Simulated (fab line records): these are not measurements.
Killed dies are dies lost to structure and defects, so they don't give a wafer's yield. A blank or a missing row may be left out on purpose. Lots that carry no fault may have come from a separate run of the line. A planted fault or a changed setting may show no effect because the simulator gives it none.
What tool caused it? :: flow n5Finfet :: 72 wafers from 24 lots sampled at 6 of the route's 1938 steps

## WHAT THE GAUGES SHOWED, per wafer
N5_BEOL_M2_CD_MEAS_11: the cd target is 16.79 nm. Usual: cdNm at 16.81 nm, with a standard deviation of 0.27.
lot: L074
measured: day 6 19:24
on: cdSem-02
cdNm (nm): 16.33 16.67 16.57
flag: 

lot: L075
measured: day 6 23:29
on: cdSem-03
cdNm (nm): 16.77 16.79 16.97
flag: 

lot: L077
measured: day 7 01:50
on: cdSem-01
cdNm (nm): 16.62 16.95 16.30
flag: 

lot: L078
measured: day 7 11:58
on: cdSem-03
cdNm (nm): 16.94 16.90 16.86
flag: 

lot: L079
measured: day 7 18:05
on: cdSem-02
cdNm (nm): 16.68 16.75 16.57
flag: 

lot: L080
measured: day 8 01:57
on: cdSem-01
cdNm (nm): 16.33 17.05 16.76
flag: 

lot: L081
measured: day 8 02:30
on: cdSem-03
cdNm (nm): 16.78 16.96 16.90
flag: 

lot: L082
measured: day 8 13:26
on: cdSem-01
cdNm (nm): 16.60 16.77 17.10
flag: 

lot: L083
measured: day 8 20:08
on: cdSem-03
cdNm (nm): 16.58 16.26 16.57
flag: 

lot: L084
measured: day 8 23:37
on: cdSem-01
cdNm (nm): 17.03 17.10 17.25
flag: 

lot: L085
measured: day 9 06:23
on: cdSem-03
cdNm (nm): 16.84 16.87 16.74
flag: 

lot: L086
measured: day 9 12:25
on: cdSem-01
cdNm (nm): 16.52 16.83 16.54
flag: 

lot: L087
measured: day 9 18:07
on: cdSem-03
cdNm (nm): 16.90 16.92 16.90
flag: 

lot: L089
measured: day 9 23:41
on: cdSem-01
cdNm (nm): 16.82 16.81 16.88
flag: 

lot: L088
measured: day 9 23:31
on: cdSem-01
cdNm (nm): 17.16 16.86 16.38
flag: 

lot: L090
measured: day 10 08:28
on: cdSem-02
cdNm (nm): 16.82 17.21 16.72
flag: 

lot: L091
measured: day 10 14:31
on: cdSem-03
cdNm (nm): 16.69 16.84 16.61
flag: 

lot: L092
measured: day 10 21:27
on: cdSem-03
cdNm (nm): 16.61 16.88 16.95
flag: 

lot: L093
measured: day 11 07:58
on: cdSem-03
cdNm (nm): 17.20 16.96 17.24
flag: 

lot: L076
measured: day 11 12:50
on: cdSem-02
cdNm (nm): 17.11 17.07 17.03
flag: 

lot: L094
measured: day 12 06:15
on: cdSem-03
cdNm (nm): 16.70 17.46 16.98
flag: 

lot: L095
measured: day 12 11:23
on: cdSem-01
cdNm (nm): 16.74 16.87 17.22
flag: 

lot: L097
measured: day 12 15:26
on: cdSem-01
cdNm (nm): 17.40 16.96 16.95
flag: 

lot: L096
measured: day 12 18:13
on: cdSem-03
cdNm (nm): 16.43 16.84 16.41
flag: 

## WHICH TOOL RAN EACH LOT (tool, then ch and the chambers of the sampled wafers, then the start)
lot: L074
N5_BEOL_M1_DEGAS_44: pvdSputter-02, day 6 14:45
N5_BEOL_M1_SPUTTER_48: pvdSputter-02, day 6 15:41
N5_BEOL_M1_ANNEAL_49: pvdSputter-02, day 6 15:46
N5_BEOL_M1_SPUTTER_96: pvdSputter-02, day 6 17:27
N5_BEOL_M1_PRE_CLEAN_60: cvdCo-02 ch 1,2, day 6 18:26

lot: L075
N5_BEOL_M1_DEGAS_44: pvdSputter-02, day 6 18:23
N5_BEOL_M1_SPUTTER_48: pvdSputter-01, day 6 18:59
N5_BEOL_M1_ANNEAL_49: pvdSputter-01, day 6 19:04
N5_BEOL_M1_SPUTTER_96: pvdSputter-01, day 6 20:44
N5_BEOL_M1_PRE_CLEAN_60: cvdCo-01 ch 0,2, day 6 21:40

lot: L077
N5_BEOL_M1_DEGAS_44: pvdSputter-02, day 6 21:15
N5_BEOL_M1_SPUTTER_48: pvdSputter-02, day 6 21:52
N5_BEOL_M1_ANNEAL_49: pvdSputter-02, day 6 21:57
N5_BEOL_M1_SPUTTER_96: pvdSputter-02, day 6 23:38
N5_BEOL_M1_PRE_CLEAN_60: cvdCo-01 ch 0,1, day 7 00:35

lot: L078
N5_BEOL_M1_DEGAS_44: pvdSputter-03, day 7 06:16
N5_BEOL_M1_SPUTTER_48: pvdSputter-01, day 7 07:05
N5_BEOL_M1_ANNEAL_49: pvdSputter-01, day 7 07:10
N5_BEOL_M1_SPUTTER_96: pvdSputter-01, day 7 08:50
N5_BEOL_M1_PRE_CLEAN_60: cvdCo-01 ch 0,2, day 7 09:40

lot: L079
N5_BEOL_M1_DEGAS_44: pvdSputter-01, day 7 13:00
N5_BEOL_M1_SPUTTER_48: pvdSputter-02, day 7 13:37
N5_BEOL_M1_ANNEAL_49: pvdSputter-02, day 7 13:42
N5_BEOL_M1_SPUTTER_96: pvdSputter-02, day 7 15:23
N5_BEOL_M1_PRE_CLEAN_60: cvdCo-02 ch 0,1, day 7 16:12

lot: L080
N5_BEOL_M1_DEGAS_44: pvdSputter-02, day 7 18:11
N5_BEOL_M1_SPUTTER_48: pvdSputter-01, day 7 18:53
N5_BEOL_M1_ANNEAL_49: pvdSputter-01, day 7 18:58
N5_BEOL_M1_SPUTTER_96: pvdSputter-01, day 7 20:38
N5_BEOL_M1_PRE_CLEAN_60: cvdCo-02 ch 1,2, day 7 21:28

lot: L081
N5_BEOL_M1_DEGAS_44: pvdSputter-02, day 7 21:02
N5_BEOL_M1_SPUTTER_48: pvdSputter-02, day 7 21:44
N5_BEOL_M1_ANNEAL_49: pvdSputter-02, day 7 21:49
N5_BEOL_M1_SPUTTER_96: pvdSputter-02, day 7 23:30
N5_BEOL_M1_PRE_CLEAN_60: cvdCo-01 ch 0,2, day 8 00:20

lot: L082
N5_BEOL_M1_DEGAS_44: pvdSputter-02, day 8 08:35
N5_BEOL_M1_SPUTTER_48: pvdSputter-02, day 8 09:18
N5_BEOL_M1_ANNEAL_49: pvdSputter-02, day 8 09:23
N5_BEOL_M1_SPUTTER_96: pvdSputter-02, day 8 11:04
N5_BEOL_M1_PRE_CLEAN_60: cvdCo-02 ch 1,2, day 8 11:53

lot: L083
N5_BEOL_M1_DEGAS_44: pvdSputter-02, day 8 13:42
N5_BEOL_M1_SPUTTER_48: pvdSputter-02, day 8 14:31
N5_BEOL_M1_ANNEAL_49: pvdSputter-02, day 8 14:36
N5_BEOL_M1_SPUTTER_96: pvdSputter-02, day 8 16:17
N5_BEOL_M1_PRE_CLEAN_60: cvdCo-01 ch 1,2, day 8 17:19

lot: L084
N5_BEOL_M1_DEGAS_44: pvdSputter-02, day 8 17:36
N5_BEOL_M1_SPUTTER_48: pvdSputter-03, day 8 19:20
N5_BEOL_M1_ANNEAL_49: pvdSputter-03, day 8 19:25
N5_BEOL_M1_SPUTTER_96: pvdSputter-03, day 8 21:05
N5_BEOL_M1_PRE_CLEAN_60: cvdCo-01 ch 0,1,2, day 8 22:11

lot: L085
N5_BEOL_M1_DEGAS_44: pvdSputter-01, day 9 01:28
N5_BEOL_M1_SPUTTER_48: pvdSputter-03, day 9 02:08
N5_BEOL_M1_ANNEAL_49: pvdSputter-03, day 9 02:13
N5_BEOL_M1_SPUTTER_96: pvdSputter-03, day 9 03:54
N5_BEOL_M1_PRE_CLEAN_60: cvdCo-01 ch 1,2, day 9 04:55

lot: L086
N5_BEOL_M1_DEGAS_44: pvdSputter-03, day 9 06:26
N5_BEOL_M1_SPUTTER_48: pvdSputter-01, day 9 08:41
N5_BEOL_M1_ANNEAL_49: pvdSputter-01, day 9 08:46
N5_BEOL_M1_SPUTTER_96: pvdSputter-01, day 9 10:26
N5_BEOL_M1_PRE_CLEAN_60: cvdCo-01 ch 0,1,2, day 9 11:17

lot: L087
N5_BEOL_M1_DEGAS_44: pvdSputter-03, day 9 11:33
N5_BEOL_M1_SPUTTER_48: pvdSputter-03, day 9 12:13
N5_BEOL_M1_ANNEAL_49: pvdSputter-03, day 9 12:17
N5_BEOL_M1_SPUTTER_96: pvdSputter-03, day 9 13:58
N5_BEOL_M1_PRE_CLEAN_60: cvdCo-01 ch 0,1, day 9 14:47

lot: L089
N5_BEOL_M1_DEGAS_44: pvdSputter-02, day 9 19:13
N5_BEOL_M1_SPUTTER_48: pvdSputter-01, day 9 19:53
N5_BEOL_M1_ANNEAL_49: pvdSputter-01, day 9 19:58
N5_BEOL_M1_SPUTTER_96: pvdSputter-01, day 9 21:38
N5_BEOL_M1_PRE_CLEAN_60: cvdCo-01 ch 0,2, day 9 22:28

lot: L088
N5_BEOL_M1_DEGAS_44: pvdSputter-02, day 9 19:17
N5_BEOL_M1_SPUTTER_48: pvdSputter-03, day 9 19:58
N5_BEOL_M1_ANNEAL_49: pvdSputter-03, day 9 20:02
N5_BEOL_M1_SPUTTER_96: pvdSputter-03, day 9 21:43
N5_BEOL_M1_PRE_CLEAN_60: cvdCo-02 ch 0,1,2, day 9 22:32

lot: L090
N5_BEOL_M1_DEGAS_44: pvdSputter-02, day 10 04:12
N5_BEOL_M1_SPUTTER_48: pvdSputter-03, day 10 05:01
N5_BEOL_M1_ANNEAL_49: pvdSputter-03, day 10 05:05
N5_BEOL_M1_SPUTTER_96: pvdSputter-03, day 10 06:46
N5_BEOL_M1_PRE_CLEAN_60: cvdCo-02 ch 1,2, day 10 07:35

lot: L091
N5_BEOL_M1_DEGAS_44: pvdSputter-03, day 10 08:12
N5_BEOL_M1_SPUTTER_48: pvdSputter-01, day 10 09:13
N5_BEOL_M1_ANNEAL_49: pvdSputter-01, day 10 09:17
N5_BEOL_M1_SPUTTER_96: pvdSputter-01, day 10 10:58
N5_BEOL_M1_PRE_CLEAN_60: cvdCo-01 ch 0,1,2, day 10 11:50

lot: L092
N5_BEOL_M1_DEGAS_44: pvdSputter-03, day 10 15:38
N5_BEOL_M1_SPUTTER_48: pvdSputter-02, day 10 16:38
N5_BEOL_M1_ANNEAL_49: pvdSputter-02, day 10 16:43
N5_BEOL_M1_SPUTTER_96: pvdSputter-02, day 10 18:23
N5_BEOL_M1_PRE_CLEAN_60: cvdCo-02 ch 0,2, day 10 19:13

lot: L093
N5_BEOL_M1_DEGAS_44: pvdSputter-02, day 11 01:22
N5_BEOL_M1_SPUTTER_48: pvdSputter-01, day 11 02:15
N5_BEOL_M1_ANNEAL_49: pvdSputter-01, day 11 02:20
N5_BEOL_M1_SPUTTER_96: pvdSputter-01, day 11 04:01
N5_BEOL_M1_PRE_CLEAN_60: cvdCo-01 ch 0,1, day 11 05:05

lot: L076
N5_BEOL_M1_DEGAS_44: pvdSputter-02, day 11 08:37
N5_BEOL_M1_SPUTTER_48: pvdSputter-02, day 11 09:23
N5_BEOL_M1_ANNEAL_49: pvdSputter-02, day 11 09:28
N5_BEOL_M1_SPUTTER_96: pvdSputter-02, day 11 11:09
N5_BEOL_M1_PRE_CLEAN_60: cvdCo-01 ch 0,1, day 11 11:59

lot: L094
N5_BEOL_M1_DEGAS_44: pvdSputter-01, day 11 11:48
N5_BEOL_M1_SPUTTER_48: pvdSputter-02, day 11 14:18
N5_BEOL_M1_ANNEAL_49: pvdSputter-02, day 11 14:23
N5_BEOL_M1_SPUTTER_96: pvdSputter-02, day 12 00:04
N5_BEOL_M1_PRE_CLEAN_60: cvdCo-02 ch 0,1,2, day 12 00:54

lot: L095
N5_BEOL_M1_DEGAS_44: pvdSputter-01, day 12 06:35
N5_BEOL_M1_SPUTTER_48: pvdSputter-03, day 12 07:27
N5_BEOL_M1_ANNEAL_49: pvdSputter-03, day 12 07:32
N5_BEOL_M1_SPUTTER_96: pvdSputter-03, day 12 09:13
N5_BEOL_M1_PRE_CLEAN_60: cvdCo-01 ch 0,1,2, day 12 10:12

lot: L097
N5_BEOL_M1_DEGAS_44: pvdSputter-01, day 12 10:33
N5_BEOL_M1_SPUTTER_48: pvdSputter-02, day 12 11:16
N5_BEOL_M1_ANNEAL_49: pvdSputter-02, day 12 11:21
N5_BEOL_M1_SPUTTER_96: pvdSputter-02, day 12 13:02
N5_BEOL_M1_PRE_CLEAN_60: cvdCo-02 ch 0,2, day 12 13:52

lot: L096
N5_BEOL_M1_DEGAS_44: pvdSputter-02, day 12 10:52
N5_BEOL_M1_SPUTTER_48: pvdSputter-03, day 12 13:01
N5_BEOL_M1_ANNEAL_49: pvdSputter-03, day 12 13:06
N5_BEOL_M1_SPUTTER_96: pvdSputter-03, day 12 14:47
N5_BEOL_M1_PRE_CLEAN_60: cvdCo-01 ch 1,2, day 12 16:02
- N5_BEOL_M1_DEGAS_44: time 60 s.
- N5_BEOL_M1_SPUTTER_48: material Cu, target thk 4.5 nm, time 8.29 s.
- N5_BEOL_M1_ANNEAL_49: time 240 s.
- N5_BEOL_M1_SPUTTER_96: material Cu, target thk 4.5 nm, time 8.29 s.
- N5_BEOL_M1_PRE_CLEAN_60: time 15 s.

## WHAT THE TOOLS THEMSELVES READ (means of the sampled wafers that have a number; where no wafer has one, the mark that the record gives instead)
N5_BEOL_M1_DEGAS_44. Usual: heaterPowerW at 322 W, with a standard deviation of 21.
lot: L074
tool: pvdSputter-02
heaterPowerW (W): 315
flag: 

lot: L075
tool: pvdSputter-02
heaterPowerW (W): 317
flag: 

lot: L077
tool: pvdSputter-02
heaterPowerW (W): 325
flag: 

lot: L078
tool: pvdSputter-03
heaterPowerW (W): 338
flag: 

lot: L079
tool: pvdSputter-01
heaterPowerW (W): 311
flag: 

lot: L080
tool: pvdSputter-02
heaterPowerW (W): 321
flag: 

lot: L081
tool: pvdSputter-02
heaterPowerW (W): 328
flag: 

lot: L082
tool: pvdSputter-02
heaterPowerW (W): 327
flag: 

lot: L083
tool: pvdSputter-02
heaterPowerW (W): 331
flag: 

lot: L084
tool: pvdSputter-02
heaterPowerW (W): 317
flag: 

lot: L085
tool: pvdSputter-01
heaterPowerW (W): 318
flag: 

lot: L086
tool: pvdSputter-03
heaterPowerW (W): 317
flag: 

lot: L087
tool: pvdSputter-03
heaterPowerW (W): 343
flag: 

lot: L089
tool: pvdSputter-02
heaterPowerW (W): 324
flag: 

lot: L088
tool: pvdSputter-02
heaterPowerW (W): 320
flag: 

lot: L090
tool: pvdSputter-02
heaterPowerW (W): 327
flag: 

lot: L091
tool: pvdSputter-03
heaterPowerW (W): 316
flag: 

lot: L092
tool: pvdSputter-03
heaterPowerW (W): 312
flag: 

lot: L093
tool: pvdSputter-02
heaterPowerW (W): 321
flag: 

lot: L076
tool: pvdSputter-02
heaterPowerW (W): 326
flag: 

lot: L094
tool: pvdSputter-01
heaterPowerW (W): 335
flag: 

lot: L095
tool: pvdSputter-01
heaterPowerW (W): 309
flag: 

lot: L097
tool: pvdSputter-01
heaterPowerW (W): 314
flag: 

lot: L096
tool: pvdSputter-02
heaterPowerW (W): 327
flag: 

N5_BEOL_M1_SPUTTER_48. Usual: throttleValvePct at 29.5 %, with a standard deviation of 1.2.
lot: L074
tool: pvdSputter-02
throttleValvePct (%): 30.3
flag: 

lot: L075
tool: pvdSputter-01
throttleValvePct (%): 28.7
flag: 

lot: L077
tool: pvdSputter-02
throttleValvePct (%): 29.8
flag: 

lot: L078
tool: pvdSputter-01
throttleValvePct (%): 29.6
flag: 

lot: L079
tool: pvdSputter-02
throttleValvePct (%): 29.7
flag: 

lot: L080
tool: pvdSputter-01
throttleValvePct (%): 30.8
flag: 

lot: L081
tool: pvdSputter-02
throttleValvePct (%): 30.4
flag: 

lot: L082
tool: pvdSputter-02
throttleValvePct (%): 30.3
flag: 

lot: L083
tool: pvdSputter-02
throttleValvePct (%): 29.8
flag: 

lot: L084
tool: pvdSputter-03
throttleValvePct (%): 28.3
flag: 

lot: L085
tool: pvdSputter-03
throttleValvePct (%): 29.3
flag: 

lot: L086
tool: pvdSputter-01
throttleValvePct (%): 28.9
flag: 

lot: L087
tool: pvdSputter-03
throttleValvePct (%): 28.1
flag: 

lot: L089
tool: pvdSputter-01
throttleValvePct (%): 29.3
flag: 

lot: L088
tool: pvdSputter-03
throttleValvePct (%): 28.5
flag: 

lot: L090
tool: pvdSputter-03
throttleValvePct (%): 29.1
flag: 

lot: L091
tool: pvdSputter-01
throttleValvePct (%): 28.9
flag: 

lot: L092
tool: pvdSputter-02
throttleValvePct (%): 29.8
flag: 

lot: L093
tool: pvdSputter-01
throttleValvePct (%): 29.5
flag: 

lot: L076
tool: pvdSputter-02
throttleValvePct (%): 30.2
flag: 

lot: L094
tool: pvdSputter-02
throttleValvePct (%): 29.8
flag: 

lot: L095
tool: pvdSputter-03
throttleValvePct (%): 29.0
flag: 

lot: L097
tool: pvdSputter-02
throttleValvePct (%): 30.3
flag: 

lot: L096
tool: pvdSputter-03
throttleValvePct (%): 29.0
flag: 

N5_BEOL_M1_ANNEAL_49. Usual: heaterPowerW at 802 W, with a standard deviation of 58.
lot: L074
tool: pvdSputter-02
heaterPowerW (W): 811
flag: 

lot: L075
tool: pvdSputter-01
heaterPowerW (W): 801
flag: 

lot: L077
tool: pvdSputter-02
heaterPowerW (W): 821
flag: 

lot: L078
tool: pvdSputter-01
heaterPowerW (W): 818
flag: 

lot: L079
tool: pvdSputter-02
heaterPowerW (W): 811
flag: 

lot: L080
tool: pvdSputter-01
heaterPowerW (W): 801
flag: 

lot: L081
tool: pvdSputter-02
heaterPowerW (W): 827
flag: 

lot: L082
tool: pvdSputter-02
heaterPowerW (W): 812
flag: 

lot: L083
tool: pvdSputter-02
heaterPowerW (W): 844
flag: 

lot: L084
tool: pvdSputter-03
heaterPowerW (W): 787
flag: 

lot: L085
tool: pvdSputter-03
heaterPowerW (W): 852
flag: 

lot: L086
tool: pvdSputter-01
heaterPowerW (W): 800
flag: 

lot: L087
tool: pvdSputter-03
heaterPowerW (W): 781
flag: 

lot: L089
tool: pvdSputter-01
heaterPowerW (W): 765
flag: 

lot: L088
tool: pvdSputter-03
heaterPowerW (W): 726
flag: 

lot: L090
tool: pvdSputter-03
heaterPowerW (W): 798
flag: 

lot: L091
tool: pvdSputter-01
heaterPowerW (W): 803
flag: 

lot: L092
tool: pvdSputter-02
heaterPowerW (W): 835
flag: 

lot: L093
tool: pvdSputter-01
heaterPowerW (W): 780
flag: 

lot: L076
tool: pvdSputter-02
heaterPowerW (W): 796
flag: 

lot: L094
tool: pvdSputter-02
heaterPowerW (W): 851
flag: 

lot: L095
tool: pvdSputter-03
heaterPowerW (W): 804
flag: 

lot: L097
tool: pvdSputter-02
heaterPowerW (W): 783
flag: 

lot: L096
tool: pvdSputter-03
heaterPowerW (W): 793
flag: 

N5_BEOL_M1_SPUTTER_96. Usual: throttleValvePct at 29.5 %, with a standard deviation of 1.2.
lot: L074
tool: pvdSputter-02
throttleValvePct (%): 30.2
flag: 

lot: L075
tool: pvdSputter-01
throttleValvePct (%): 28.6
flag: 

lot: L077
tool: pvdSputter-02
throttleValvePct (%): 29.7
flag: 

lot: L078
tool: pvdSputter-01
throttleValvePct (%): 29.8
flag: 

lot: L079
tool: pvdSputter-02
throttleValvePct (%): 29.7
flag: 

lot: L080
tool: pvdSputter-01
throttleValvePct (%): 30.7
flag: 

lot: L081
tool: pvdSputter-02
throttleValvePct (%): 30.4
flag: 

lot: L082
tool: pvdSputter-02
throttleValvePct (%): 30.3
flag: 

lot: L083
tool: pvdSputter-02
throttleValvePct (%): 29.6
flag: 

lot: L084
tool: pvdSputter-03
throttleValvePct (%): 28.3
flag: 

lot: L085
tool: pvdSputter-03
throttleValvePct (%): 29.3
flag: 

lot: L086
tool: pvdSputter-01
throttleValvePct (%): 29.0
flag: 

lot: L087
tool: pvdSputter-03
throttleValvePct (%): 28.1
flag: 

lot: L089
tool: pvdSputter-01
throttleValvePct (%): 29.5
flag: 

lot: L088
tool: pvdSputter-03
throttleValvePct (%): 28.6
flag: 

lot: L090
tool: pvdSputter-03
throttleValvePct (%): 29.0
flag: 

lot: L091
tool: pvdSputter-01
throttleValvePct (%): 29.1
flag: 

lot: L092
tool: pvdSputter-02
throttleValvePct (%): 29.7
flag: 

lot: L093
tool: pvdSputter-01
throttleValvePct (%): 29.7
flag: 

lot: L076
tool: pvdSputter-02
throttleValvePct (%): 30.3
flag: 

lot: L094
tool: pvdSputter-02
throttleValvePct (%): 29.7
flag: 

lot: L095
tool: pvdSputter-03
throttleValvePct (%): 29.1
flag: 

lot: L097
tool: pvdSputter-02
throttleValvePct (%): 30.4
flag: 

lot: L096
tool: pvdSputter-03
throttleValvePct (%): 29.0
flag: 

N5_BEOL_M1_PRE_CLEAN_60. Usual: heaterPowerW at 89 W, with a standard deviation of 10.
lot: L074
tool: cvdCo-02
heaterPowerW (W): 75
flag: 

lot: L075
tool: cvdCo-01
heaterPowerW (W): 90
flag: 

lot: L077
tool: cvdCo-01
heaterPowerW (W): 89
flag: 

lot: L078
tool: cvdCo-01
heaterPowerW (W): 87
flag: 

lot: L079
tool: cvdCo-02
heaterPowerW (W): 94
flag: 

lot: L080
tool: cvdCo-02
heaterPowerW (W): 84
flag: 

lot: L081
tool: cvdCo-01
heaterPowerW (W): 90
flag: 

lot: L082
tool: cvdCo-02
heaterPowerW (W): 85
flag: 

lot: L083
tool: cvdCo-01
heaterPowerW (W): 95
flag: 

lot: L084
tool: cvdCo-01
heaterPowerW (W): 93
flag: 

lot: L085
tool: cvdCo-01
heaterPowerW (W): 95
flag: 

lot: L086
tool: cvdCo-01
heaterPowerW (W): 92
flag: 

lot: L087
tool: cvdCo-01
heaterPowerW (W): 89
flag: 

lot: L089
tool: cvdCo-01
heaterPowerW (W): 90
flag: 

lot: L088
tool: cvdCo-02
heaterPowerW (W): 84
flag: 

lot: L090
tool: cvdCo-02
heaterPowerW (W): 74
flag: 

lot: L091
tool: cvdCo-01
heaterPowerW (W): 91
flag: 

lot: L092
tool: cvdCo-02
heaterPowerW (W): 83
flag: 

lot: L093
tool: cvdCo-01
heaterPowerW (W): 89
flag: 

lot: L076
tool: cvdCo-01
heaterPowerW (W): 89
flag: 

lot: L094
tool: cvdCo-02
heaterPowerW (W): 83
flag: 

lot: L095
tool: cvdCo-01
heaterPowerW (W): 92
flag: 

lot: L097
tool: cvdCo-02
heaterPowerW (W): 74
flag: 

lot: L096
tool: cvdCo-01
heaterPowerW (W): 97
flag: 

## THE ANSWER, worked out from the rows above alone
Rule: a lot counts as off when the mean over its wafers that have a number is more than 3 standard deviations away from the usual mean. A lot without any number at a reading at which 4 lots or more have one is off too. Where the step has rows for the other lots, those lots are counted as sound. Order of review: gauges by route order, followed by the tools' own readings, for which a lot's mean as printed above is used. At the first step where some lot is off, the reading lying furthest off is the one used; lots without a number count as furthest.
No lot is off on any of the readings shown, so nothing can be concluded from this.

## WHAT THE SIMULATOR HAD PUT IN
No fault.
